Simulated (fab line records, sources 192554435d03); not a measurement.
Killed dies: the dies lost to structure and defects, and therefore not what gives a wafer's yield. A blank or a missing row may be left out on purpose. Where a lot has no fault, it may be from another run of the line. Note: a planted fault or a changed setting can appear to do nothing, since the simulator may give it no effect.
Which tool did it? ; flow n5 finfet ; 32 wafers from 11 lots sampled at 2 of the route's 1938 steps

## WHAT THE GAUGES READ, wafer by wafer
N5_BEOL_M4_INSPECT_59: inspects for defects (darkfield). Usual: raw defect count at 66, with a standard deviation of 22.
lot;measured;on;raw defect count;flag
L162;day 7 19:08;defect inspect-02;108 65 68;
L163;day 7 22:49;defect inspect-02;59 65 82;
L165;day 8 15:35;defect inspect-02;76 40 75;
L164;day 8 18:41;defect inspect-01;59 42 51;
L169;day 9 15:09;defect inspect-02;60 48;
L168;day 9 16:38;defect inspect-01;61 69 65;
L174;day 10 21:59;defect inspect-02;45 111 69;
L175;day 11 17:17;defect inspect-01;73 61 89;
L181;day 12 23:23;defect inspect-01;59 77 84;
L180;day 12 23:41;defect inspect-02;74 135 56;
L183;day 13 03:28;defect inspect-01;120 105 76;

## EACH LOT AND THE TOOL THAT RAN IT (in order: tool; ch and the chambers of the sampled wafers; start)
lot;N5_BEOL_M4_SPUTTER_96
L162;pvd sputter-01, day 7 18:03
L163;pvd sputter-01, day 7 21:44
L165;pvd sputter-03, day 8 14:31
L164;pvd sputter-01, day 8 17:34
L169;pvd sputter-01, day 9 13:34
L168;pvd sputter-03, day 9 15:33
L174;pvd sputter-01, day 10 20:53
L175;pvd sputter-01, day 11 16:13
L181;pvd sputter-02, day 12 22:05
L180;pvd sputter-03, day 12 22:19
L183;pvd sputter-02, day 13 02:23
- N5_BEOL_M4_SPUTTER_96: material Cu, target thk 4.5 nm, time 8.29 s.

## WHAT THE TOOLS THEMSELVES READ (means of the sampled wafers that have a number; where no wafer has one, the mark that the record gives instead)
N5_BEOL_M4_SPUTTER_96. Usual: chuck gas flow sccm 1.26 sccm, standard deviation 0.053; susceptor temp C -20.00 C, standard deviation 0.1; throttle valve pct 30.3 %, standard deviation 1.2.
lot;tool;chuck gas flow sccm (sccm);susceptor temp C (C);throttle valve pct (%);flag
L162;pvd sputter-01;1.29;-19.97;31.5;
L163;pvd sputter-01;1.29;-20.09;31.4;
L165;pvd sputter-03;1.22;-19.95;30.4;
L164;pvd sputter-01;1.25;-20.03;31.5;
L169;pvd sputter-01;1.30;-20.02;31.6;
L168;pvd sputter-03;1.25;-19.95;29.7;
L174;pvd sputter-01;1.22;-20.00;31.3;
L175;pvd sputter-01;1.23;-20.13;31.3;
L181;pvd sputter-02;1.32;-20.01;28.7;
L180;pvd sputter-03;1.26;-20.06;30.3;
L183;pvd sputter-02;1.31;-19.95;28.6;

## THE ANSWER, worked out from the rows above alone
Rule: lot off if the mean of its wafers having a number is beyond 3 standard deviations from the usual mean. Also off: a lot with no number at a reading for which 4 or more lots have one. The other lots that the step has rows for count as sound. Order of review: gauges by route order, followed by the tools' own readings, for which a lot's mean as printed above is used. At the first step where some lot is off, the reading lying furthest off is the one used; lots without a number count as furthest.
No lot is off on any of the readings shown, so nothing can be concluded from this.

## WHAT THE SIMULATOR HAD INSERTED
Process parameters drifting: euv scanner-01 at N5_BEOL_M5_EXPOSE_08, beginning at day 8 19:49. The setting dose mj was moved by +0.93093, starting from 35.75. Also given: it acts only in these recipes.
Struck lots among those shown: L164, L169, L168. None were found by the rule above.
